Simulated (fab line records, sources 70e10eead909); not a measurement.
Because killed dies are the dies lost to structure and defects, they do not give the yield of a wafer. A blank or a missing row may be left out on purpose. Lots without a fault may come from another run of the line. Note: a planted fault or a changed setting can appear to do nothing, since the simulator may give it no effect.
A struck lot beside a sound one ; flow nand-harc ; 15 steps out of a route of 1302
Sound: wafers L121.2, L121.4, L121.5. Wafers L135.1, L135.3, L135.5 were the ones struck. The cause comes at the end.
For every step that has rows: the tool of each side, followed by ch and its chambers, followed by its first start. Under that, the readings that differ: sound wafers ; struck wafers ; difference of the means ; sigmas: that difference in standard deviations of wafers without a fault.
alike: a reading whose means differ by less than 2 such deviations, as well as words and numbers matching on both sides. not compared: withheld readings; readings where some wafer has no value; bounds like >300 that might hide an equal value; numbers whose values overlap and for which the record gives no deviation.
Wherever a step has rows on one side only, a row that says differs or no value, or a row with sigmas, the two part there. When numbers do not overlap yet have no deviation, they are printed without sigmas and do not part them. A reading that every wafer of one side lacks parts them only if that side has two wafers or more.

first, 1 step without rows for these wafers: NHARC_A_DECK1_JOINT_SRD_15.
NHARC_A_DECK1_JOINT_DEP_16: deposits SiO2, target thk 45 nm.
  sound on pecvd-03 ch 0,1,2, day 14 06:32; struck on pecvd-01 ch 0,1, day 19 22:46
  alike: heater-power-w, susceptor-temp-C, throttle-valve-pct
  not compared: since-wet-clean-h
NHARC_A_DECK1_JOINT_THK_MEAS_17: measures by ellipsometry.
  sound: film-metro-02 at day 14 06:46; struck: film-metro-02 at day 19 23:01
  alike: thk-nm
NHARC_A_DECK1_JOINT_INSPECT_05:
  sound: defect-inspect-01 at day 14 06:47; struck: defect-inspect-02 at day 19 23:03
  alike: raw-defect-count
then NHARC_A_ONON_D2_DEP_00 (target thk 1000 nm), 1 step lacking rows for these wafers.
NHARC_A_ONON_D2_THK_MEAS_02: measures by ellipsometry.
  sound: film-metro-01 at day 14 07:22; struck: film-metro-01 at day 19 23:38
  alike: thk-nm
then NHARC_A_ONON_D2_DEP_03 (target thk 1000 nm), 1 step lacking rows for these wafers.
NHARC_A_ONON_D2_THK_MEAS_05: measures by ellipsometry.
  sound: film-metro-02 at day 14 07:56; struck: film-metro-01 at day 20 00:11
  alike: thk-nm
then NHARC_A_ONON_D2_DEP_06 (target thk 1000 nm), 1 step lacking rows for these wafers.
NHARC_A_ONON_D2_THK_MEAS_08: measures by ellipsometry.
  sound: film-metro-02 at day 14 08:31; struck: film-metro-01 at day 20 00:46
  alike: thk-nm
then NHARC_A_ONON_D2_DEP_09 (target thk 1000 nm), 1 step lacking rows for these wafers.
NHARC_A_ONON_D2_THK_MEAS_11: measures by ellipsometry.
  sound: film-metro-01 at day 14 09:04; struck: film-metro-01 at day 20 01:20
  alike: thk-nm
NHARC_A_ONON_D2_DEP_12: target thk 1000 nm.
  sound on pecvd-onon-03 ch 0, day 14 09:11; struck on pecvd-onon-02 ch 0, day 20 01:23
reading;sound;struck;difference;sigmas
sih4-flow-sccm (sccm);209.0 209.0 209.5;211.0 211.1 210.5;+1.7;+3
  alike: n2o-flow-sccm, nh3-flow-sccm, susceptor-temp-C
NHARC_A_ONON_D2_THK_MEAS_14: measures by ellipsometry.
  sound: film-metro-02 at day 14 09:39; struck: film-metro-01 at day 20 02:04
reading;sound;struck;difference;sigmas
thk-nm (nm);1001 999 1001;1482 1482 1482;+482;+52
  not compared: hold
NHARC_END_SORT_01:
  the record has rows for the sound wafers here (prober-02 ch 0, day 26 12:16) and none for the struck ones

## WHERE THEY PART
Earliest at NHARC_A_ONON_D2_DEP_12; latest, in this record, at NHARC_END_SORT_01.

WHY: what the simulator had put in
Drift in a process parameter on pecvd-onon-02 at NHARC_A_ONON_D2_DEP_12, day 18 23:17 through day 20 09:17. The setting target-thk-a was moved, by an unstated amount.
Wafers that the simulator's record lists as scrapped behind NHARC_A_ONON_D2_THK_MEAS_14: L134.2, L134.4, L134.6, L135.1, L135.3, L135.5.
